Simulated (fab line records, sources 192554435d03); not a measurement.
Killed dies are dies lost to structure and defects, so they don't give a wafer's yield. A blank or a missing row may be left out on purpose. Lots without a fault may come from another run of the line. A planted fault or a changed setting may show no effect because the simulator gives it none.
fab line records | flow n5_finfet
record lots=7 wafers=21
route steps=1938 shown MOL_CONTACT_COAG@565 BEOL_M0_SAQP@652 BEOL_M0@721 BEOL_M1@790 BEOL_M2@848
start_h: hours from the record's first day to the start of the lot's first wafer shown | wait_h: hours since the lot's step before | " the same as in the row above | L1.1+2: a row that stands for several wafers | - no value, or no start given | * or withheld: withheld | < > ~ a bound
route shown NAME@n: a module of which the file shows steps, and the number in the route of the first | usual: mean/standard deviation of fault-free wafers | same: alike in all rows | chamber/n: place in a boat | sites: the reading at each site | _std_site: their standard deviation | _edge_site: outer sites' mean less inner sites' | radius_mm: how far each site lies from the wafer's centre | mask NAME#n: copy n | behind: the tool/chamber that last shaped the wafer | hold: why the lot was held/for how many hours/how that ended | device: the transistor (n, p or np) that didn't switch | end of line: the same wafers' tests at the end of the route | a step without rows: its recipe alone | killed: dies lost to structure and defects at the first sort, not the wafer's yield | map: a wafer's dies, x killed, . not, _ none there
set.NAME: the setting as run; set.NAME@STEP: as run at that earlier step | model.NAME: the simulator's own value behind a step, which no gauge read
lots whose settings were changed on purpose; a table a step, a row a wafer
## steps
# step N5_MOL_CONTACT_COAG_COAT_76
# recipe resist=SiARC temp_c=220 time_s=60 spin_rpm=1500 resist_thk_nm=10
# columns lot.wafer tool chamber start_h wait_h set.spin_rpm model.SiARC_of_MOL_CONTACT_COAG_COAT_76.thk_nm
L074.1+2+4 litho_track-01 0 - - 1500 10
L075.3+5 litho_track-03 0 - - 1500 10
L075.4 " 0 " " 1649 9.6
L076.1+4 litho_track-01 0 - - 1343 10.6
L076.5 " 0 " " 1500 10
L077.1+3+6 litho_track-03 0 - - 1500 10
L080.4+5+6 litho_track-02 0 - - 1500 10
L083.1+2+6 litho_track-01 0 - - 1500 10
L090.4+5 litho_track-03 0 - - 1500 10
L090.6 " 0 " " 1377 10.4
# step N5_MOL_CONTACT_COAG_COAT_77
# recipe resist=underlayer temp_c=205 time_s=60 spin_rpm=1500 resist_thk_nm=10
# step N5_MOL_CONTACT_COAG_COAT_78
# recipe resist=CAR-EUV spin_rpm=1500 resist_thk_nm=40
# step N5_MOL_CONTACT_COAG_DESCUM_88
# recipe chemistry=O2 time_s=7 source_power_w=50 bias_power_w=20 pressure_mtorr=20 rf_frequency_hz=2.712e+07 temp_c=40 resist=CAR-EUV o2_flow_sccm=225
# step N5_MOL_CONTACT_COAG_ETCH_89
# recipe chemistry=N2/H2 target=underlayer target_depth_a=130 mask_material=CAR-EUV time_s=10.4 ion_energy_ev=200 pressure_mtorr=30 source_w=840 bias_w=150 n2_flow_sccm=200 h2_flow_sccm=200 ends=cleared
# step N5_MOL_CONTACT_COAG_ETCH_90
# recipe chemistry=CF4 target=SiARC target_depth_a=130 mask_material=CAR-EUV time_s=21.7 ion_energy_ev=80 pressure_mtorr=40 source_w=545 bias_w=36 Ar_flow_sccm=100 cf4_flow_sccm=100 ends=cleared
# columns lot.wafer tool chamber start_h wait_h set.spin_rpm@MOL_CONTACT_COAG_COAT_76 model.etch.depth_nm
L074.1 rie_diel-02 0 100.79 0.0 1500 9.98
L074.2 " 2 " " 1500 10
L074.4 " 1 " " 1500 9.988
L075.3 rie_diel-05 3 109.16 0.0 1500 10.01
L075.4 " 2 " " 1649 9.516
L075.5 " 1 " " 1500 10.04
L076.1 rie_diel-01 1 114.17 0.0 1343 10.61
L076.4 " 0 " " 1343 10.57
L076.5 " 2 " " 1500 10.01
L077.1 rie_diel-02 0 122.90 0.0 1500 10.03
L077.3+6 " 1,0 " " 1500 10.02
L080.4 rie_diel-05 0 142.01 0.0 1500 10.01
L080.5+6 " 2,3 " " 1500 10.03
L083.1 rie_diel-01 1 152.77 0.0 1500 10.01
L083.2 " 3 " " 1500 10.03
L083.6 " 3 " " 1500 10.06
L090.4 rie_diel-01 0 194.00 0.0 1500 10.02
L090.5 " 3 " " 1500 10.01
L090.6 " 0 " " 1377 10.44
# step N5_MOL_CONTACT_COAG_ALD_131
# recipe material=SiO2 target_thk_a=50 temp_c=100 ald_precursor_family=BDEAS ald_co_reactant=O2-plasma pulse_time_s=1 co_reactant_pulse_time_s=1 purge_time_s=2 co_reactant_purge_time_s=2 ald_cycles=35 pressure_torr=2
# step N5_MOL_CONTACT_COAG_ETCHBACK_132
# recipe chemistry=CHF3 target=SiO2 target_depth_a=100 time_s=6.7 ion_energy_ev=200 pressure_mtorr=30 source_w=610 bias_w=170 Ar_flow_sccm=200 CHF3_flow_sccm=50
# step N5_MOL_CONTACT_COAG_ETCH_91
# recipe chemistry=N2/H2 target=SOC target_depth_a=600 overetch_a=210 mask_material=SiARC temp_c=40 time_s=101.2 ion_energy_ev=200 pressure_mtorr=30 source_w=840 bias_w=150 n2_flow_sccm=200 h2_flow_sccm=200
# columns lot.wafer tool chamber start_h wait_h set.spin_rpm@MOL_CONTACT_COAG_COAT_76 model.SiARC_of_MOL_CONTACT_COAG_COAT_76.thk_nm
L074.1+2 rie_diel-02 3,0 101.20 0.0 1500 5.8
L074.4 " 2 " " 1500 6
L075.3+5 rie_diel-05 0,2 109.51 0.0 1500 5.8
L075.4 " 1 " " 1649 5.2
L076.1 rie_diel-01 0 114.48 0.0 1343 6.2
L076.4 " 2 " " 1343 6.4
L076.5 " 1 " " 1500 5.8
L077.1+3+6 rie_diel-05 1,2,3 123.19 0.0 1500 5.8
L080.4+5+6 rie_diel-02 2,0,3 142.41 0.0 1500 5.8
L083.1+2+6 rie_diel-05 0,1,0 153.26 0.0 1500 5.8
L090.4+5 rie_diel-01 2,1 194.34 0.0 1500 5.8
L090.6 " 0 " " 1377 6.2
# step N5_MOL_CONTACT_COAG_STRIP_92
# recipe chemistry=N2/H2 temp_c=40 n2_flow_sccm=200 h2_flow_sccm=200 rf_frequency_hz=6e+07
# step N5_MOL_CONTACT_COAG_STRIP_93
# recipe chemistry=N2/H2 temp_c=40 n2_flow_sccm=200 h2_flow_sccm=200 rf_frequency_hz=6e+07
# step N5_MOL_CONTACT_COAG_ETCHBACK_135
# recipe chemistry=CHF3 target=SiO2 target_depth_a=250 time_s=16.7 ion_energy_ev=200 pressure_mtorr=30 source_w=610 bias_w=170 Ar_flow_sccm=200 CHF3_flow_sccm=50
# step N5_MOL_CONTACT_COAG_STRIP_118
# recipe chemistry=CHF3 resist=SiARC rf_frequency_hz=6e+07
# step N5_MOL_CONTACT_COAG_VIA_ETCH_46
# recipe chemistry=C4F6/O2 target_depth_a=460 overetch_a=92 mask_material=SOC target=SiO2 bias_w=455 pressure_mtorr=10 time_s=40 source_w=325 Ar_flow_sccm=300 C4F6_flow_sccm=10 O2_flow_sccm=10 ion_energy_ev=575.3 ends=end_point
# columns lot.wafer tool chamber start_h wait_h set.temp_c@MOL_CONTACT_COAG_PECVD_31 model.etch.depth_nm
L074.1 rie_diel-02 3 101.32 0.0 400 45.63
L074.2 " 0 " " 400 45.54
L074.4 " 2 " " 400 46.01
L075.3 rie_diel-05 0 109.63 0.0 400 46.73
L075.4 " 1 " " 400 47.35
L075.5 " 2 " " 385.6 50.85
L076.1 rie_diel-01 0 114.60 0.0 400 46.64
L076.4 " 2 " " 400 46.66
L076.5 " 1 " " 404.8 46.41
L077.1 rie_diel-05 1 123.32 0.0 400 45.28
L077.3 " 2 " " 400 45.61
L077.6 " 3 " " 400 45.98
L080.4 rie_diel-02 2 142.54 0.0 385.8 50.02
L080.5 " 0 " " 400 46.19
L080.6 " 3 " " 400 47.12
L083.1 rie_diel-05 0 153.39 0.0 400 45.45
L083.2 " 1 " " 400 45.19
L083.6 " 0 " " 400 45.59
L090.4 rie_diel-01 2 194.46 0.0 400 45.3
L090.5 " 1 " " 400 45.67
L090.6 " 0 " " 392.2 48.89
# step N5_BEOL_M0_SAQP_DESCUM_19
# recipe chemistry=O2 time_s=7.9 source_power_w=50 bias_power_w=20 pressure_mtorr=20 rf_frequency_hz=2.712e+07 temp_c=40 resist=CAR-ArF o2_flow_sccm=225
# columns lot.wafer tool chamber start_h wait_h set.time_s model.CAR-ArF_of_BEOL_M0_SAQP_COAT_08.thk_nm
L074.1 rie_diel-04 2 111.51 0.0 7.9 83.4
L074.2 " 1 " " 7.9 83.6
L074.4 " 1 " " 7.22 83.8
L075.3 rie_diel-04 1 117.48 0.2 7.9 83.6
L075.4 " 0 " " 6.811 84.4
L075.5 " 2 " " 6.811 84
L076.1 rie_diel-03 1 124.39 0.0 9.07 82.6
L076.4 " 0 " " 9.07 82.8
L076.5 " 1 " " 7.9 83.6
L077.1+6 rie_diel-06 3,2 132.58 0.3 7.9 83.8
L077.3 " 2 " " 7.9 83.6
L080.4 rie_diel-04 2 150.37 0.0 7.9 83.4
L080.5 " 1 " " 9.558 82.4
L080.6 " 2 " " 7.9 83.2
L083.1+6 rie_diel-04 3,2 161.36 0.0 7.9 83.8
L083.2 " 1 " " 8.359 83.4
L090.4 rie_diel-03 2 201.79 0.0 9.585 82.2
L090.5 " 2 " " 7.9 83.8
L090.6 " 3 " " 7.9 83.4
# step N5_BEOL_M0_SAQP_ETCH_83
# recipe chemistry=CF4 target=SiARC target_depth_a=390 mask_material=CAR-ArF time_s=65 ion_energy_ev=80 pressure_mtorr=40 source_w=545 bias_w=36 Ar_flow_sccm=100 cf4_flow_sccm=100 ends=cleared
# columns lot.wafer tool chamber start_h wait_h set.time_s@BEOL_M0_SAQP_DESCUM_19 model.CAR-ArF_of_BEOL_M0_SAQP_COAT_08.thk_nm
L074.1 rie_diel-04 2 111.54 0.0 7.9 55.2
L074.2 " 1 " " 7.9 55.4
L074.4 " 1 " " 7.22 55.6
L075.3 rie_diel-04 1 117.52 0.0 7.9 55.6
L075.4 " 0 " " 6.811 56.4
L075.5 " 2 " " 6.811 56.2
L076.1+4 rie_diel-03 1,0 124.43 0.0 9.07 54.6
L076.5 " 1 " " 7.9 55.4
L077.1 rie_diel-06 3 132.62 0.0 7.9 56
L077.3+6 " 2 " " 7.9 55.8
L080.4 rie_diel-04 2 150.41 0.0 7.9 55.4
L080.5 " 1 " " 9.558 54.2
L080.6 " 2 " " 7.9 55.2
L083.1+6 rie_diel-04 3,2 161.40 0.0 7.9 55.8
L083.2 " 1 " " 8.359 55.6
L090.4 rie_diel-03 2 201.82 0.0 9.585 54.6
L090.5 " 2 " " 7.9 56
L090.6 " 3 " " 7.9 55.6
# step N5_BEOL_M0_TRENCH_ETCH_107
# recipe chemistry=C4F6/O2 target_depth_a=328 target=SiOC time_s=16.4 ion_energy_ev=250 pressure_mtorr=30 source_w=355 bias_w=185 Ar_flow_sccm=300 C4F6_flow_sccm=10 O2_flow_sccm=10
# columns lot.wafer tool chamber start_h wait_h set.target_depth_a model.BEOL_M0.feature_depth_nm
L074.1 rie_diel-05 0 118.53 0.0 328 32.2
L074.2 " 3 " " 328 32.4
L074.4 " 2 " " 328 32.8
L075.3 rie_diel-01 1 124.60 0.0 289.7 29
L075.4 " 3 " " 328 33.8
L075.5 " 2 " " 328 33
L076.1 rie_diel-01 0 131.67 0.0 358.9 35.6
L076.4 " 3 " " 328 33
L076.5 " 0 " " 358.9 35.8
L077.1 rie_diel-02 0 139.34 0.0 328 32.8
L077.3 " 3 " " 328 33.6
L077.6 " 2 " " 328 33
L080.4 rie_diel-02 3 158.52 0.0 306.2 31.2
L080.5 " 0 " " 306.2 30.8
L080.6 " 3 " " 328 33.4
L083.1 rie_diel-05 1 167.63 0.0 292.1 29
L083.2 " 3 " " 328 33
L083.6 " 0 " " 328 32.8
L090.4 rie_diel-01 3 208.68 0.0 328 33
L090.5 " 0 " " 328 33.4
L090.6 " 1 " " 328 32.6
# step N5_BEOL_M0_STRIP_142
# recipe chemistry=N2/H2 time_s=10 power_w=450 temp_c=40 pressure_mtorr=20 rf_frequency_hz=6e+07 bias_power_w=7 n2_flow_sccm=200 h2_flow_sccm=200
# step N5_BEOL_M0_OCD_MEAS_108
# usual trench_depth_nm=32.9/0.47
# columns lot.wafer tool chamber start_h wait_h set.target_depth_a@BEOL_M0_TRENCH_ETCH_107 trench_depth_nm
L074.1 ocd-02 - 118.63 0.1 328 31.8
L074.2 " - " " 328 32.5
L074.4 " - " " 328 32.6
L075.3 ocd-01 - 124.71 0.1 289.7 28.9
L075.4 " - " " 328 33.8
L075.5 " - " " 328 32.4
L076.1 ocd-01 - 131.78 0.1 358.9 34.9
L076.4 " - " " 328 32.6
L076.5 " - " " 358.9 35.7
L077.1 ocd-01 - 139.44 0.1 328 32.4
L077.3 " - " " 328 33.4
L077.6 " - " " 328 32.9
L080.4 ocd-02 - 158.63 0.1 306.2 31.2
L080.5 " - " " 306.2 31.1
L080.6 " - " " 328 33.7
L083.1 ocd-01 - 167.73 0.1 292.1 29.4
L083.2 " - " " 328 32.5
L083.6 " - " " 328 33.4
L090.4 ocd-02 - 208.79 0.1 328 33.5
L090.5 " - " " 328 33.6
L090.6 " - " " 328 32.4
# step N5_BEOL_M1_ETCH_77
# recipe chemistry=N2/H2 target=underlayer target_depth_a=65 mask_material=CAR-EUV time_s=5.2 ion_energy_ev=200 pressure_mtorr=30 source_w=840 bias_w=150 n2_flow_sccm=200 h2_flow_sccm=200 ends=cleared
# usual etch_rf_on_time_s=5.14/0.081 rf_vpp_V=525.3/2.4
# columns lot.wafer tool chamber start_h wait_h set.source_w etch_rf_on_time_s rf_vpp_V
L074.1 rie_diel-06 3 126.62 0.0 840 5.15 523.5
L074.2 " 1 " " 840 5.22 524.3
L074.4 " 2 " " 840 5.02 523.6
L075.3 rie_diel-06 0 132.87 0.0 840 5.17 525.2
L075.4 " 3 " " 840 5.16 524.4
L075.5 " 0 " " 840 5.16 526.6
L076.1 rie_diel-06 1 139.29 0.0 768.2 5.57 542.9
L076.4 " 3 " " 840 5.19 522.9
L076.5 " 0 " " 840 5.20 523.3
L077.1 rie_diel-06 3 146.95 0.0 840 5.20 523.8
L077.3 " 0 " " 840 5.23 522.8
L077.6 " 2 " " 840 5.06 523.1
L080.4 rie_diel-06 0 165.21 0.0 840 5.16 526.8
L080.5 " 3 " " 912.8 4.78 512.6
L080.6 " 0 " " 840 5.17 523.3
L083.1 rie_diel-04 0 175.12 0.0 767.1 5.49 542.1
L083.2 " 2 " " 767.1 5.49 545.1
L083.6 " 1 " " 840 5.16 525.8
L090.4 rie_diel-04 0 216.51 0.0 840 5.10 525.8
L090.5 " 0 " " 840 5.05 522.0
L090.6 " 3 " " 840 5.17 525.7
# step N5_BEOL_M2_COAT_05
# recipe resist=CAR-EUV spin_rpm=1500 resist_thk_nm=30
# columns lot.wafer tool chamber start_h wait_h set.spin_rpm model.CAR-EUV_of_BEOL_M2_COAT_05.thk_nm
L074.1+4 litho_track-02 0 - - 1661 28.4
L074.2 " 0 " " 1500 29.8
L075.3+4 litho_track-02 0 - - 1605 29
L075.5 " 0 " " 1500 30
L076.1+4+5 litho_track-02 0 - - 1500 30
L077.1+6 litho_track-05 0 - - 1500 30.2
L077.3 " 0 " " 1500 30
L080.4+5+6 litho_track-05 0 - - 1500 30.2
L083.1 litho_track-04 0 - - 1571 29.4
L083.2+6 " 0 " " 1500 30
L090.4+6 litho_track-04 0 - - 1500 30
L090.5 " 0 " " 1442 30.6
# step N5_BEOL_M2_EBR_07
# recipe solvent=PGMEA ebr_width_mm=1.5
# step N5_BEOL_M2_SOFTBAKE_06
# recipe temp_c=110 time_s=60 resist=CAR-EUV
# step N5_BEOL_M2_EXPOSE_08
# recipe mask_id=M2 na=0.33 source_shape=dipole sigma_inner=0.369 sigma_outer=0.767 polarization=unpolarized dose_mj=41.25
# step N5_BEOL_M2_PEB_09
# recipe peb_temp_c=100 peb_time_s=60 resist=CAR-EUV
# step N5_BEOL_M2_DEVELOP_10
# recipe develop_time_s=30 developer=TMAH resist=CAR-EUV rinse_liquid=surfactant_rinse dry=air_spin dev_temp_c=23
# columns lot.wafer tool chamber start_h wait_h set.spin_rpm@BEOL_M2_COAT_05 model.CAR-EUV_of_BEOL_M2_COAT_05.thk_nm
L074.1+4 litho_track-05 0 - - 1661 28
L074.2 " 0 " " 1500 29.4
L075.3+4 litho_track-02 0 - - 1605 28.6
L075.5 " 0 " " 1500 29.4
L076.1+5 litho_track-02 0 - - 1500 29.6
L076.4 " 0 " " 1500 29.4
L077.1+3+6 litho_track-05 0 - - 1500 29.6
L080.4 litho_track-02 0 - - 1500 29.8
L080.5+6 " 0 " " 1500 29.6
L083.1 litho_track-02 0 - - 1571 28.8
L083.2 " 0 " " 1500 29.6
L083.6 " 0 " " 1500 29.4
L090.4 litho_track-02 0 - - 1500 29.4
L090.5 " 0 " " 1442 30.2
L090.6 " 0 " " 1500 29.6
# step N5_BEOL_M2_COAT_67
# recipe resist=SOC temp_c=250 time_s=60 spin_rpm=1500 resist_thk_nm=60
# columns lot.wafer tool chamber start_h wait_h set.spin_rpm model.SOC_of_BEOL_M2_COAT_67.thk_nm
L074.1 litho_track-02 0 135.05 0.0 1575 58.4
L074.2+4 " 0 " " 1500 59.8
L075.3+4 litho_track-05 0 142.02 0.0 1608 58
L075.5 " 0 " " 1500 60.2
L076.1+4 litho_track-05 0 147.21 0.0 1500 60.2
L076.5 " 0 " " 1500 60.4
L077.1 litho_track-02 0 154.13 0.0 1500 60
L077.3+6 " 0 " " 1500 59.8
L080.4+6 litho_track-05 0 179.28 0.0 1385 62.2
L080.5 " 0 " " 1500 59.6
L083.1 litho_track-05 0 182.73 0.0 1500 60
L083.2 " 0 " " 1500 60.2
L083.6 " 0 " " 1500 60.4
L090.4 litho_track-05 0 227.55 0.0 1500 60
L090.5 " 0 " " 1425 61.6
L090.6 " 0 " " 1425 61.4
## key
split step=N5_MOL_CONTACT_COAG_COAT_76 setting=spin_rpm stated=1500 by=wafer
response step=N5_MOL_CONTACT_COAG_COAT_76 reading=model.SiARC_of_MOL_CONTACT_COAG_COAT_76.thk_nm change=-0.0491 per=1% r=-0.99
response step=N5_MOL_CONTACT_COAG_ETCH_90 reading=model.etch.depth_nm change=-0.053 per=1% r=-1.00
response step=N5_MOL_CONTACT_COAG_ETCH_91 reading=model.SiARC_of_MOL_CONTACT_COAG_COAT_76.thk_nm change=-0.0525 per=1% r=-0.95
split step=N5_BEOL_M0_SAQP_DESCUM_19 setting=time_s stated=7.9 by=wafer
response step=N5_BEOL_M0_SAQP_DESCUM_19 reading=model.CAR-ArF_of_BEOL_M0_SAQP_COAT_08.thk_nm change=-0.0533 per=1% r=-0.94
response step=N5_BEOL_M0_SAQP_ETCH_83 reading=model.CAR-ArF_of_BEOL_M0_SAQP_COAT_08.thk_nm change=-0.0523 per=1% r=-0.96
split step=N5_BEOL_M0_TRENCH_ETCH_107 setting=target_depth_a stated=328 by=wafer
response step=N5_BEOL_M0_TRENCH_ETCH_107 reading=model.BEOL_M0.feature_depth_nm change=+0.348 per=1% r=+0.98
response step=N5_BEOL_M0_OCD_MEAS_108 reading=trench_depth_nm change=+0.332 per=1% r=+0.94
split step=N5_BEOL_M1_ETCH_77 setting=source_w stated=840 by=wafer
response step=N5_BEOL_M1_ETCH_77 reading=etch_rf_on_time_s change=* per=1% r=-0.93
response step=N5_BEOL_M1_ETCH_77 reading=rf_vpp_V change=-1.93 per=1% r=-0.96
split step=N5_BEOL_M2_COAT_05 setting=spin_rpm stated=1500 by=wafer
response step=N5_BEOL_M2_COAT_05 reading=model.CAR-EUV_of_BEOL_M2_COAT_05.thk_nm change=-0.135 per=1% r=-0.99
response step=N5_BEOL_M2_DEVELOP_10 reading=model.CAR-EUV_of_BEOL_M2_COAT_05.thk_nm change=-0.132 per=1% r=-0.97
split step=N5_BEOL_M2_COAT_67 setting=spin_rpm stated=1500 by=wafer
response step=N5_BEOL_M2_COAT_67 reading=model.SOC_of_BEOL_M2_COAT_67.thk_nm change=-0.313 per=1% r=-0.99
split outside_this_file step=N5_MOL_CONTACT_COAG_PECVD_31 setting=temp_c
# split outside_this_file: this setting was split too, and the file shows its column; the key of that split is in another file
